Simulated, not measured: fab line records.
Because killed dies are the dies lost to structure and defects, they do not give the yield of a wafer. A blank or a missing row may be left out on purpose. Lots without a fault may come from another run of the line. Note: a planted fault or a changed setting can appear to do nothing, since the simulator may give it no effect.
fab line records    flow nand_harc    part 2 of 2: steps 23 to 30 of 30
record: lots: 5  wafers: 15  last_day: 32
route steps=1302 shown A_CHANNEL_FILL_D2@637 A_STAIRCASE@639
lots with no fault: from the same line, run without faults
start_h: start of the lot's first displayed wafer, in hours after the record's first day    wait_h: hours elapsed since this lot's preceding step    " identical to the entry in the row above    L1.1+2: a row that stands for several wafers    - no value present, or no start provided    * or withheld: withheld    < > ~ a bound
route shown NAME@n: a module of which the file shows steps, and the number in the route of the first    usual: mean/standard deviation taken from wafers without a fault    same: alike in all rows    chamber/n: place in a boat    sites: readings site by site    _std_site: the values' standard deviation    _edge_site: mean of outer sites minus mean of inner sites    radius_mm: for every site, how far away it sits from the centre of the wafer    mask NAME#n: copy n    behind: the last tool/chamber to shape the wafer    hold: the reason the lot was held/the length of the hold in hours/how it ended    device: whichever transistor did not switch (one of n, p or np)    end of line: the same wafers' tests at the end of the route    a step with no rows: only its recipe    killed: not the wafer's yield, but the dies lost to structure and defects at the first sort    map: the dies of a wafer, with x for killed, . for not killed, _ for no die there
set.NAME: the run value of the setting; set.NAME@STEP: its run value at that earlier step    model.NAME: the simulator's own value behind a step, which no gauge read
lots seen at some steps along the route; tables by step, rows by wafer
services: from which hour (start_h, from the record's first day; less than 0 if before it) a tool's chamber was out of use, for how many hours, and why
== steps ==
step: NHARC_A_STAIRCASE_SOFTBAKE_04
recipe: temp_c: 135  time_s: 170
usual: resist_line_temp_C: 23.01/0.11
lot.wafer  tool            chamber  start_h  wait_h  resist_line_temp_C
L077.1     litho_track-03  0        -        -       22.85
L077.2     "               0        "        "       22.88
L077.4     "               0        "        "       22.82
L082.1     litho_track-02  0        -        -       23.01
L082.2     "               0        "        "       22.95
L082.4     "               0        "        "       22.98
L084.1     litho_track-02  0        -        -       22.90
L084.4     "               0        "        "       23.03
L084.5     "               0        "        "       23.16
L094.1     litho_track-05  0        -        -       22.86
L094.2     "               0        "        "       23.01
L094.3     "               0        "        "       22.92
L095.1     litho_track-05  0        -        -       23.05
L095.3     "               0        "        "       23.05
L095.6     "               0        "        "       23.09
step: NHARC_A_STAIRCASE_EBR_05
usual: resist_line_temp_C: 22.96/0.098
lot.wafer  tool            chamber  start_h  wait_h  resist_line_temp_C
L077.1     litho_track-03  0        -        -       23.07
L077.2     "               0        "        "       23.13
L077.4     "               0        "        "       22.94
L082.1     litho_track-02  0        -        -       22.90
L082.2     "               0        "        "       23.00
L082.4     "               0        "        "       23.03
L084.1     litho_track-02  0        -        -       22.93
L084.4     "               0        "        "       22.94
L084.5     "               0        "        "       22.95
L094.1     litho_track-05  0        -        -       22.92
L094.2     "               0        "        "       23.04
L094.3     "               0        "        "       22.98
L095.1     litho_track-05  0        -        -       22.94
L095.3     "               0        "        "       23.08
L095.6     "               0        "        "       22.88
step: NHARC_A_STAIRCASE_EXPOSE_06
recipe: na: 0.5  dose_mj: 25.43  mask_id: STAIR
usual: stage_vel_mm_s: 500.00/0.27
lot.wafer  tool            chamber  start_h  wait_h  mask     stage_vel_mm_s
L077.1     krf_scanner-01  0        391.51   -       STAIR#0  499.75
L077.2     "               0        "        "       STAIR#0  499.84
L077.4     "               0        "        "       STAIR#0  500.20
L082.1     krf_scanner-04  0        429.78   -       STAIR#0  500.05
L082.2     "               0        "        "       STAIR#0  500.14
L082.4     "               0        "        "       STAIR#0  500.25
L084.1     krf_scanner-03  0        450.07   -       STAIR#0  499.96
L084.4     "               0        "        "       STAIR#0  500.00
L084.5     "               0        "        "       STAIR#0  500.11
L094.1     krf_scanner-01  0        551.01   -       STAIR#0  500.20
L094.2     "               0        "        "       STAIR#0  499.54
L094.3     "               0        "        "       STAIR#0  500.07
L095.1     krf_scanner-04  0        568.48   -       STAIR#0  499.68
L095.3     "               0        "        "       STAIR#0  499.62
L095.6     "               0        "        "       STAIR#0  499.64
step: NHARC_A_STAIRCASE_PEB_07
recipe: peb_temp_c: 115  peb_time_s: 130
usual: resist_line_temp_C: 23.00/0.1
lot.wafer  tool            chamber  start_h  wait_h  resist_line_temp_C
L077.1     litho_track-02  0        391.58   0.1     23.10
L077.2     "               0        "        "       23.08
L077.4     "               0        "        "       23.03
L082.1     litho_track-03  0        429.85   0.1     22.91
L082.2     "               0        "        "       23.02
L082.4     "               0        "        "       22.99
L084.1     litho_track-05  0        450.14   0.1     23.09
L084.4     "               0        "        "       23.13
L084.5     "               0        "        "       23.07
L094.1     litho_track-02  0        551.07   0.1     22.99
L094.2     "               0        "        "       22.83
L094.3     "               0        "        "       22.82
L095.1     litho_track-02  0        568.55   0.1     23.00
L095.3     "               0        "        "       23.11
L095.6     "               0        "        "       22.99
step: NHARC_A_STAIRCASE_DEVELOP_08
recipe: time_s: 140
usual: resist_line_temp_C: 23.00/0.1
lot.wafer  tool            chamber  start_h  wait_h  resist_line_temp_C
L077.1     litho_track-02  0        -        -       23.04
L077.2     "               0        "        "       22.99
L077.4     "               0        "        "       22.97
L082.1     litho_track-03  0        -        -       23.21
L082.2     "               0        "        "       22.90
L082.4     "               0        "        "       23.03
L084.1     litho_track-05  0        -        -       22.99
L084.4     "               0        "        "       22.94
L084.5     "               0        "        "       22.94
L094.1     litho_track-02  0        -        -       23.05
L094.2     "               0        "        "       22.84
L094.3     "               0        "        "       22.89
L095.1     litho_track-02  0        -        -       23.13
L095.3     "               0        "        "       23.18
L095.6     "               0        "        "       22.86
step: NHARC_A_STAIRCASE_HARDBAKE_10
recipe: temp_c: 120  time_s: 140
usual: resist_line_temp_C: 22.98/0.12
lot.wafer  tool            chamber  start_h  wait_h  resist_line_temp_C
L077.1     litho_track-02  0        391.80   -       22.88
L077.2     "               0        "        "       22.98
L077.4     "               0        "        "       22.85
L082.1     litho_track-05  0        430.07   -       22.96
L082.2     "               0        "        "       22.85
L082.4     "               0        "        "       22.87
L084.1     litho_track-02  0        450.35   -       22.98
L084.4     "               0        "        "       22.86
L084.5     "               0        "        "       22.84
L094.1     litho_track-02  0        551.29   -       22.86
L094.2     "               0        "        "       23.13
L094.3     "               0        "        "       23.03
L095.1     litho_track-03  0        568.76   -       22.93
L095.3     "               0        "        "       22.95
L095.6     "               0        "        "       22.92
step: NHARC_A_STAIRCASE_DESCUM_11
recipe: time_s: 3  o2_flow_sccm: 200  ar_flow_sccm: 0  bias_power_w: 0  chemistry: O2
usual: drypump_motor_current_A: 5.8/0.51  oes_product_au: 1.001/0.012  rf_vpp_V: 58.0/0.88  showerhead_plenum_p_Torr: 1.95/0.082  throttle_valve_pct: 11.311/0.0082
lot.wafer  tool         chamber  start_h  wait_h  drypump_motor_current_A  oes_product_au  rf_hours_counter_h  rf_vpp_V  showerhead_plenum_p_Torr  throttle_valve_pct
L077.4     rie_diel-12  3        391.89   -       5.9                      1.020           35                  58.4      2.00                      11.307
L077.2     "            0        "        "       5.8                      1.007           37                  55.8      1.78                      11.308
L077.1     "            1        "        "       6.7                      0.990           34                  59.3      1.98                      11.308
L082.2     rie_diel-04  1        430.16   -       6.1                      0.977           23                  58.7      2.07                      11.302
L082.1     "            2        "        "       6.3                      0.977           26                  58.6      2.07                      11.308
L082.4     "            0        "        "       5.3                      1.012           19                  58.4      1.87                      11.308
L084.1     rie_diel-04  1        450.86   -       6.0                      0.992           31                  58.2      2.07                      11.307
L084.4     "            2        "        "       6.3                      0.992           34                  57.7      2.06                      11.301
L084.5     "            0        "        "       5.3                      1.019           -                   57.8      1.87                      11.299
L094.2     rie_diel-12  1        551.38   -       6.7                      0.998           39                  57.3      1.96                      11.327
L094.3     "            2        "        "       5.3                      1.017           27                  57.0      1.81                      11.303
L094.1     "            0        "        "       5.8                      1.017           36                  57.2      2.06                      11.321
L095.1     rie_diel-02  1        568.86   -       5.0                      0.998           53                  58.4      1.90                      11.299
L095.3     "            2        "        "       5.5                      0.997           53                  56.2      1.91                      11.312
L095.6     "            2        "        "       5.5                      0.988           -                   57.8      1.91                      11.314
step: NHARC_A_STAIRCASE_TRIM_12
recipe: time_s: 211.2  o2_flow_sccm: 500  ar_flow_sccm: 0  bias_w: 0  chemistry: O2
usual: drypump_motor_current_A: 5.9/0.51  oes_product_au: 1.001/0.0097  rf_vpp_V: 57.9/0.86  showerhead_plenum_p_Torr: 3.60/0.14  throttle_valve_pct: 17.036/0.0086
lot.wafer  tool         chamber  start_h  wait_h  drypump_motor_current_A  oes_product_au  rf_hours_counter_h  rf_vpp_V  showerhead_plenum_p_Torr  throttle_valve_pct
L077.1     rie_diel-12  0        392.04   0.1     5.8                      0.992           37                  57.0      3.29                      17.032
L077.4     "            1        "        "       6.7                      0.995           34                  58.6      3.64                      17.052
L077.2     "            2        "        "       5.3                      1.007           32                  59.2      3.38                      17.035
L082.1     rie_diel-04  0        430.24   0.1     5.3                      1.014           19                  58.4      3.46                      17.026
L082.2     "            1        "        "       6.0                      0.980           23                  58.7      3.79                      17.031
L082.4     "            2        "        "       6.3                      0.998           26                  59.0      3.79                      17.030
L084.1     rie_diel-04  3        451.20   0.3     6.1                      1.001           31                  57.5      3.72                      17.039
L084.4     "            1        "        "       6.0                      0.988           32                  58.5      3.79                      17.043
L084.5     "            3        "        "       6.1                      1.002           -                   56.9      3.72                      17.040
L094.3     rie_diel-12  1        551.48   0.1     6.7                      0.991           39                  58.9      3.61                      17.021
L094.2     "            2        "        "       5.3                      1.010           27                  58.6      3.36                      17.024
L094.1     "            3        "        "       5.9                      1.015           33                  58.5      3.64                      17.036
L095.3     rie_diel-02  1        568.97   0.1     5.1                      0.998           53                  57.5      3.50                      17.021
L095.1     "            2        "        "       5.5                      0.999           53                  56.7      3.52                      17.045
L095.6     "            0        "        "       6.7                      0.992           -                   57.9      3.60                      17.049
== services ==
tool             chamber  start_h  hours  kind
pecvd-03         -        366.00   13.0   pm
krf_scanner-04   -        366.60   0.3    repair
rie_diel-02      -        371.02   0.4    repair
rtp_anneal-01    -        372.00   12.0   pm
rie_diel-04      -        387.35   0.5    repair
rie_diel-02      -        397.36   9.0    pm
litho_track-02   -        402.00   7.0    pm
rie_diel-04      0        402.33   7.7    repair
rie_diel-02      -        416.53   0.6    repair
plasma_asher-02  -        426.24   9.0    pm
rie_diel-12      -        447.28   9.0    pm
litho_track-03   -        450.00   7.0    pm
rie_diel-02      3        455.29   2.5    repair
krf_scanner-01   -        460.97   3.2    repair
krf_scanner-04   -        463.08   0.6    repair
rie_diel-02      1        464.31   4.4    repair
litho_track-05   -        474.00   7.0    pm
krf_scanner-01   -        487.97   4.0    pm
rie_diel-12      2        499.02   10.7   repair
rie_diel-12      2        519.50   1.4    repair
krf_scanner-04   -        526.00   4.0    pm
wet_bench-09     -        528.80   8.0    pm
rie_diel-04      -        536.33   9.0    pm
wet_bench-09     -        555.00   2.2    repair
